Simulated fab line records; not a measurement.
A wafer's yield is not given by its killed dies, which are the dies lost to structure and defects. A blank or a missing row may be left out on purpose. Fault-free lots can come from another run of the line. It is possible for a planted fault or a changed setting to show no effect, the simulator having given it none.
fab line records + flow nandHarc
[record]
- lots = 13
- wafers = 39
- lastDay = 25
route steps=1159 shown P_GATE@212 A_BONDPAD@1059 END@1159
lots that met no fault: taken from a fault-free run of the same line
startH: hours from the record's opening day to when the first of the lot's shown wafers began + waitH: hours elapsed since this lot's preceding step + " same as the row above + L1.1+2: a single row standing in for several wafers + - either no value or no given start + * or withheld: withheld + < > ~ a bound
route shown NAME@n: a module of which the file shows steps, and the number in the route of the first + usual: average and standard deviation across the fault-free wafers + same: alike in all rows + chamber/n: place in a boat + sites: readings site by site + _std_site: how widely they spread, as a standard deviation + _edge_site: the outer-site mean with the inner-site mean subtracted + radiusMm: for every site, how far away it sits from the centre of the wafer + mask NAME#n: copy n + behind: the tool/chamber that last shaped the wafer + hold: cause of the lot's hold/its duration in hours/its outcome + device: the n, p or np transistor that did not switch + end of line: the tests these same wafers got at the end of their route + where a step has no rows: the recipe by itself + killed: the dies lost at the first sort to structure and to defects; this is not the yield of the wafer + map: shows each die of a wafer: x if killed, . if not, _ if none is there
set.NAME: the setting that was run; set.NAME@STEP: the one run at that earlier step + model.NAME: the simulator's own value behind a step, which no gauge read
the route's steps for a sample of lots (tables are steps, rows are wafers)
services: from which hour (startH, from the record's first day; less than 0 if before it) a tool's chamber was out of use, for how many hours, and why
[[steps]]
[step NHARC_P_GATE_SPUTTER_79]
[recipe]
- targetThkA = 100
- material = TiN
| lot.wafer  | tool          | chamber | startH | waitH |
|------------|---------------|---------|--------|-------|
| L928.2+1+6 | pvdSputter-03 | -       | 124.79 | -     |
| L927.2+4+6 | pvdSputter-03 | -       | 130.23 | -     |
| L934.3+2+6 | pvdSputter-01 | -       | 149.83 | -     |
| L933.4+1+6 | pvdSputter-03 | -       | 150.37 | -     |
| L938.1+4+2 | pvdSputter-02 | -       | 188.28 | -     |
| L939.1+4+5 | pvdSputter-02 | -       | 189.67 | -     |
| L937.1+3+6 | pvdSputter-01 | -       | 191.56 | -     |
| L941.4+1+5 | pvdSputter-01 | -       | 196.02 | -     |
| L940.3+4+5 | pvdSputter-02 | -       | 196.45 | -     |
| L944.3+2+6 | pvdSputter-02 | -       | 209.05 | -     |
| L943.4+2+6 | pvdSputter-01 | -       | 209.62 | -     |
| L947.2+5+6 | pvdSputter-01 | -       | 234.31 | -     |
| L948.3+4+5 | pvdSputter-02 | -       | 243.15 | -     |
[step NHARC_A_BONDPAD_DEP_00]
[recipe]
- targetThkA = 2500
- tempC = 370
- targetThkNm = 250
- pressureTorr = 3
- flowSccm = 200
- rfW = 450
- material = SiCN
[usual]
- heaterPowerW = 585/110
| lot.wafer | tool     | chamber | startH | waitH | heaterPowerW |
|-----------|----------|---------|--------|-------|--------------|
| L928.1    | pecvd-02 | 1       | -      | -     | 594          |
| L928.2    | "        | 2       | "      | "     | 749          |
| L928.6    | "        | 0       | "      | "     | 628          |
| L927.2    | pecvd-03 | 2       | 410.38 | -     | 410          |
| L927.4    | "        | 1       | "      | "     | 543          |
| L927.6    | "        | 2       | "      | "     | 438          |
| L933.1    | pecvd-01 | 1       | 440.83 | -     | 716          |
| L933.4    | "        | 2       | "      | "     | 455          |
| L933.6    | "        | 1       | "      | "     | 585          |
| L934.2    | pecvd-02 | 1       | 450.02 | -     | 580          |
| L934.3    | "        | 2       | "      | "     | 755          |
| L934.6    | "        | 2       | "      | "     | 774          |
| L938.2    | pecvd-01 | 2       | -      | -     | 457          |
| L938.1    | "        | 0       | "      | "     | 681          |
| L938.4    | "        | 1       | "      | "     | 677          |
| L939.1    | pecvd-01 | 0       | -      | -     | 709          |
| L939.4    | "        | 1       | "      | "     | 629          |
| L939.5    | "        | 2       | "      | "     | 485          |
| L937.3    | pecvd-01 | 0       | 490.53 | -     | 683          |
| L937.1    | "        | 1       | "      | "     | 713          |
| L937.6    | "        | 2       | "      | "     | 476          |
| L941.1    | pecvd-03 | 1       | 502.86 | -     | 483          |
| L941.5    | "        | 1       | "      | "     | 486          |
| L941.4    | "        | 2       | "      | "     | 441          |
| L940.3    | pecvd-01 | 0       | 505.98 | -     | 720          |
| L940.4    | "        | 1       | "      | "     | 619          |
| L940.5    | "        | 2       | "      | "     | 445          |
| L944.2    | pecvd-03 | 0       | 519.02 | -     | 653          |
| L944.3    | "        | 1       | "      | "     | 544          |
| L944.6    | "        | 0       | "      | "     | 525          |
| L943.2    | pecvd-03 | 0       | 519.38 | -     | 569          |
| L943.4    | "        | 2       | "      | "     | 432          |
| L943.6    | "        | 0       | "      | "     | 582          |
| L947.2    | pecvd-03 | 1       | 532.67 | -     | 546          |
| L947.6    | "        | 1       | "      | "     | 577          |
| L947.5    | "        | 2       | "      | "     | 481          |
| L948.3    | pecvd-01 | 2       | 549.15 | -     | 437          |
| L948.4    | "        | 0       | "      | "     | 745          |
| L948.5    | "        | 1       | "      | "     | 655          |
[step NHARC_A_BONDPAD_CD_MEAS_13]
[usual]
- cdNm = 499.5/1.4
| lot.wafer | tool     | chamber | startH | waitH | cdNm  |
|-----------|----------|---------|--------|-------|-------|
| L928.1    | cdSem-02 | -       | 410.82 | -     | 499.3 |
| L928.2    | "        | -       | "      | "     | 500.8 |
| L928.6    | "        | -       | "      | "     | 499.5 |
| L927.2    | cdSem-03 | -       | 412.18 | -     | 497.0 |
| L927.4    | "        | -       | "      | "     | 498.9 |
| L927.6    | "        | -       | "      | "     | 496.7 |
| L933.1    | cdSem-01 | -       | 442.37 | -     | 498.3 |
| L933.4    | "        | -       | "      | "     | 500.9 |
| L933.6    | "        | -       | "      | "     | 499.9 |
| L934.2    | cdSem-01 | -       | 451.80 | -     | 499.2 |
| L934.3    | "        | -       | "      | "     | 500.1 |
| L934.6    | "        | -       | "      | "     | 501.8 |
| L938.1    | cdSem-01 | -       | 475.11 | -     | 500.7 |
| L938.2    | "        | -       | "      | "     | 498.6 |
| L938.4    | "        | -       | "      | "     | 500.2 |
| L939.1    | cdSem-01 | -       | 476.07 | -     | 499.9 |
| L939.4    | "        | -       | "      | "     | 498.1 |
| L939.5    | "        | -       | "      | "     | 496.9 |
| L937.1    | cdSem-02 | -       | 492.29 | -     | 500.8 |
| L937.3    | "        | -       | "      | "     | 498.6 |
| L937.6    | "        | -       | "      | "     | 501.5 |
| L941.1    | cdSem-01 | -       | 504.62 | -     | 497.0 |
| L941.4    | "        | -       | "      | "     | 498.4 |
| L941.5    | "        | -       | "      | "     | 496.3 |
| L940.3    | cdSem-02 | -       | 507.74 | -     | 496.5 |
| L940.4    | "        | -       | "      | "     | 498.0 |
| L940.5    | "        | -       | "      | "     | 498.0 |
| L944.2    | cdSem-02 | -       | 520.65 | -     | 498.4 |
| L944.3    | "        | -       | "      | "     | 499.4 |
| L944.6    | "        | -       | "      | "     | 498.6 |
| L943.2    | cdSem-01 | -       | 521.27 | -     | 502.7 |
| L943.4    | "        | -       | "      | "     | 498.9 |
| L943.6    | "        | -       | "      | "     | 502.3 |
| L947.2    | cdSem-02 | -       | 534.32 | -     | 498.8 |
| L947.5    | "        | -       | "      | "     | 498.0 |
| L947.6    | "        | -       | "      | "     | 499.9 |
| L948.3    | cdSem-02 | -       | 550.70 | -     | 498.6 |
| L948.4    | "        | -       | "      | "     | 499.5 |
| L948.5    | "        | -       | "      | "     | 499.7 |
[step NHARC_END_SORT_01]
[recipe]
- tempC = 25
[usual]
- killedAtArray = 27/11
- killedAtOther = 0.7/0.93
- killedAtPeriphery = 2.9/1.9
- killedDies = 30/11
- killedOpen = 3.1/1.7
- killedShort = 1.9/1.3
[same]
- grossDies = 677
| lot.wafer | tool      | chamber | startH | waitH | killedAtArray | killedAtOther | killedAtPeriphery | killedDies | killedOpen | killedShort |
|-----------|-----------|---------|--------|-------|---------------|---------------|-------------------|------------|------------|-------------|
| L933.1    | prober-02 | 0       | 475.34 | 2.6   | 26            | 1             | 2                 | 29         | 2          | 1           |
| L933.4    | prober-02 | 0       | 477.78 | 3.5   | 23            | 2             | 3                 | 28         | 1          | 2           |
| L933.6    | prober-02 | 0       | 479.41 | 4.1   | 28            | 1             | 62                | 91         | 6          | 2           |
// killed by level:class
L933.1 A_STAIRCASE:chamberFilmFlake=7 A_CONTACT:chamberFilmFlake=7 A_BLC:chamberFilmFlake=5 A_CHANNEL_HOLE_D1:chamberFilmFlake=4 P_M1:chamberFilmFlake=2 A_ONON_D1:geometricParticle:short=1 A_CHANNEL_HOLE_D1:geometricParticle:open=1 A_CONTACT:geometricParticle:open=1
L933.4 A_CONTACT:chamberFilmFlake=6 A_BLC:chamberFilmFlake=5 A_STAIRCASE:chamberFilmFlake=4 A_WL_FILL:chamberFilmFlake=3 A_CHANNEL_HOLE_D1:chamberFilmFlake=2 THIN_TSV:chamberFilmFlake=2 A_WL_FILL:geometricParticle:short=1 A_WL_FILL:geometricParticle:open=1
L933.6 P_GATE:unspecified=57 A_STAIRCASE:chamberFilmFlake=9 A_CONTACT:chamberFilmFlake=8 A_CHANNEL_HOLE_D1:chamberFilmFlake=4 A_CONTACT:geometricParticle:open=2 P_STI:chamberFilmFlake=2 A_BLC:chamberFilmFlake=2 P_STI:geometricParticle:open=1
[[services]]
| tool          | chamber | startH | hours | kind   |
|---------------|---------|--------|-------|--------|
| pvdSputter-03 | -       | 102.04 | 10.0  | pm     |
| pecvd-03      | -       | 111.12 | 13.0  | pm     |
| pecvd-01      | 0       | 133.21 | 6.9   | repair |
| pvdSputter-01 | -       | 139.91 | 1.7   | repair |
| pvdSputter-01 | -       | 158.00 | 10.0  | pm     |
| pvdSputter-02 | -       | 191.74 | 1.7   | repair |
| pvdSputter-01 | -       | 197.77 | 0.6   | repair |
| pvdSputter-02 | -       | 215.13 | 10.0  | pm     |
| pecvd-01      | -       | 237.85 | 13.0  | pm     |
| pvdSputter-02 | -       | 275.82 | 1.1   | repair |
| pvdSputter-03 | -       | 280.04 | 10.0  | pm     |
| pecvd-03      | -       | 292.12 | 13.0  | pm     |
| pvdSputter-01 | -       | 336.00 | 10.0  | pm     |
| pecvd-01      | 2       | 363.79 | 20.8  | repair |
| pvdSputter-02 | -       | 393.13 | 10.0  | pm     |
| pecvd-01      | -       | 398.89 | 0.3   | repair |
| pecvd-01      | -       | 418.85 | 13.0  | pm     |
| pvdSputter-01 | -       | 441.71 | 2.4   | repair |
| pecvd-03      | -       | 442.50 | 0.2   | repair |
| pvdSputter-03 | -       | 458.04 | 10.0  | pm     |
| pecvd-03      | -       | 473.21 | 13.0  | pm     |
| pecvd-01      | -       | 503.18 | 1.4   | repair |
| pvdSputter-03 | -       | 506.48 | 1.1   | repair |
| pvdSputter-01 | -       | 514.00 | 10.0  | pm     |
[[key]]
[firstSign]
- step = NHARC_END_SORT_01
- reading = killedAtPeriphery
- direction = up
- sigmas = 31
- usual = 2.9
- struck = 62
[effect]
- step = NHARC_END_SORT_01
- reading = killedDies
- direction = up
- sigmas = 5.4
- usual = 30
- struck = 91
[moreKillsBornAt]
- NHARC_P_GATE_SPUTTER_79@pvdSputter-03 = 57
metAt NHARC_P_GATE_SPUTTER_79
struckLots L933
struckWafers L933.6
testerLeftOut L933
notActingAt NHARC_A_BONDPAD_DEP_00,NHARC_A_BONDPAD_CD_MEAS_13
onsetBetween 124.79 150.37
[fault]
- kind = chamberParticleSource
- tool = pvdSputter-03
- chamber = -
- onsetH = 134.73
- steps = NHARC_P_GATE_SPUTTER_79
- ratePerVisitCm2 = 0.42299
- scope = struckWafersOnly
// testerLeftOut: of these lots the tester's yield and bins aren't shown, on N5 and GAA mostly nor the transistor test; their killed dies are dies lost to structure and defects alone, not to doping, threshold or leakage, so they don't give the yield
